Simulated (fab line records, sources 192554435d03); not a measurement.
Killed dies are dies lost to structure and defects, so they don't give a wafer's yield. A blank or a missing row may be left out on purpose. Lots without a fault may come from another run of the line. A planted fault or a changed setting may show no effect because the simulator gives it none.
Split-lot experiment | flow n5_finfet | 7 lots, 21 wafers read, on a route of 1938 steps

THE SPLIT
At N5_BEOL_M5_HM_DEP_02 (deposits TiN, target thk 20 nm), the setting target_thk_a was moved away from the recipe's 200 angstrom on 7 of the 21 wafers read, by -5.6% to -4.3%. The other wafers ran this setting at the recipe's value.

FROM THE SPLIT TO THE READING: what the file shows between them, 14 steps
- N5_BEOL_M5_COAT_60: time 60 s, resist thk 12 nm (also split here: spin_rpm)
- N5_BEOL_M5_COAT_71: time 60 s, resist thk 5 nm
- N5_BEOL_M5_COAT_05: resist thk 30 nm
- N5_BEOL_M5_DESCUM_16: chemistry O2, time 7 s
- N5_BEOL_M5_ETCH_72: etches underlayer in N2/H2, target depth 6.5 nm, time 5.2 s
- N5_BEOL_M5_ETCH_61: etches SiARC in CF4, target depth 15.6 nm, time 26 s
- N5_BEOL_M5_ETCH_62: etches SOC in N2/H2, target depth 75 nm, overetch 15 nm, time 112.5 s
- N5_BEOL_M5_STRIP_63: strips in N2/H2
- N5_BEOL_M5_STRIP_73: strips in N2/H2
- N5_BEOL_M5_STRIP_64: strips in CF4
- N5_BEOL_M5_HM_OPEN_17: chemistry Cl2/BCl3, target TiN, target depth 20 nm, overetch 6 nm
- N5_BEOL_M5_STRIP_19: strips in O2
- N5_BEOL_M5_STRIP_85: strips in C4F6/O2
- N5_BEOL_M5_STRIP_36: strips in N2/H2

THE READING
TiN_of_BEOL_M5_HM_DEP_02.thk_nm (the simulator's own value, which no gauge read), in nm, at N5_BEOL_M5_TRENCH_ETCH_37 (etches SiCOH lowk in C4F6/O2, target depth 71.652 nm, time 24.7 s). The file gives no usual value for it. The 14 wafers here that ran the recipe average 17.8 nm, standard deviation 0.19 nm.

wafer  | tool, chamber at the split | target_thk_a as run, angstrom | against the recipe | TiN_of_BEOL_M5_HM_DEP_02.thk_nm, nm | against lot-mates on the recipe
L075.2 | pvd_sputter-03, -          | 188.8                         | -5.6%              | 16.8                                | -1.0
L075.3 | pvd_sputter-03, -          | 188.8                         | -5.6%              | 16.4                                | -1.4
L075.6 | pvd_sputter-03, -          | 200                           | recipe             | 17.8                                | -
L081.2 | pvd_sputter-03, -          | 190.3                         | -4.8%              | 16.8                                | -1.0
L081.3 | pvd_sputter-03, -          | 190.3                         | -4.8%              | 16.6                                | -1.2
L081.6 | pvd_sputter-03, -          | 200                           | recipe             | 17.8                                | -
L082.2 | pvd_sputter-01, -          | 200                           | recipe             | 17.8                                | -
L082.5 | pvd_sputter-01, -          | 200                           | recipe             | 17.8                                | -
L082.6 | pvd_sputter-01, -          | 200                           | recipe             | 17.6                                | -
L083.2 | pvd_sputter-01, -          | 191.3                         | -4.3%              | 17.4                                | no lot-mate on the recipe
L083.3 | pvd_sputter-01, -          | 191.3                         | -4.3%              | 17                                  | no lot-mate on the recipe
L083.4 | pvd_sputter-01, -          | 191.3                         | -4.3%              | 17                                  | no lot-mate on the recipe
L086.2 | pvd_sputter-01, -          | 200                           | recipe             | 18.2                                | -
L086.3 | pvd_sputter-01, -          | 200                           | recipe             | 18                                  | -
L086.6 | pvd_sputter-01, -          | 200                           | recipe             | 18                                  | -
L089.1 | pvd_sputter-02, -          | 200                           | recipe             | 18                                  | -
L089.5 | pvd_sputter-02, -          | 200                           | recipe             | 18                                  | -
L089.6 | pvd_sputter-02, -          | 200                           | recipe             | 18                                  | -
L093.1 | pvd_sputter-02, -          | 200                           | recipe             | 17.6                                | -
L093.3 | pvd_sputter-02, -          | 200                           | recipe             | 17.6                                | -
L093.4 | pvd_sputter-02, -          | 200                           | recipe             | 17.6                                | -

THE FIT
A straight line over all 21 wafers: TiN_of_BEOL_M5_HM_DEP_02.thk_nm changes by +0.207 nm for each +1% of target_thk_a; r = +0.92; the points scatter about the line by 0.21 nm.
The same after taking each lot's own level away (the mean of its wafers on the recipe; 18 wafers): +0.22 nm for each +1%; r = +0.98; scatter 0.099 nm.
On that fit, the largest move of target_thk_a shifts the reading by 1.2 nm.
The lots' own levels span 17.60 to 18.07 nm, that is 2.5 times the standard deviation above.
So the lot-to-lot level changes the slope little: the two slopes agree.
Check: with one of the wafers moved furthest among these (-5.6%) left out of the fit, the line predicts -1.32 nm for it against its lot-mates. It came out at -1 nm against them.

OTHER SPLITS ON THESE WAFERS
These wafers also went through other splits before the reading. Each is held against what the fit with the lots' levels taken away leaves over:
other split on the same wafers     | wafers away from the commonest value | r with TiN_of_BEOL_M5_HM_DEP_02.thk_nm (lot level and that fit taken away)
N5_BEOL_M2_VIA_ETCH_34 source_w    | 4                                    | +0.00
N5_BEOL_M3_VIA_ETCH_34 bias_w      | 5                                    | -0.10
N5_BEOL_M3_TRENCH_ETCH_37 source_w | 8                                    | +0.32
N5_BEOL_M4_ETCH_64 bias_w          | 7                                    | -0.62
N5_BEOL_M5_COAT_60 spin_rpm        | 6                                    | -0.29

THE WHOLE CHAIN: every reading that the file lists as answering this split, in the file's order
step                      | what it does                                                      | reading                                                                          | change (the file's fit)               | r (the file's)
N5_BEOL_M5_HM_DEP_02      | deposits TiN, target thk 20 nm                                    | TiN_of_BEOL_M5_HM_DEP_02.thk_nm (the simulator's own value, which no gauge read) | +0.209 nm for each +1% of the setting | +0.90
N5_BEOL_M5_HM_OPEN_17     | chemistry Cl2/BCl3, target TiN, target depth 20 nm, overetch 6 nm | etch.depth_nm (the simulator's own value, which no gauge read)                   | +0.212 nm for each +1% of the setting | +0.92
N5_BEOL_M5_TRENCH_ETCH_37 | etches SiCOH lowk in C4F6/O2, target depth 71.652 nm, time 24.7 s | TiN_of_BEOL_M5_HM_DEP_02.thk_nm (the simulator's own value, which no gauge read) | +0.22 nm for each +1% of the setting  | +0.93

THE FILE'S OWN FIT
TiN_of_BEOL_M5_HM_DEP_02.thk_nm changes by +0.22 nm for each +1% of target_thk_a, r = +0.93.
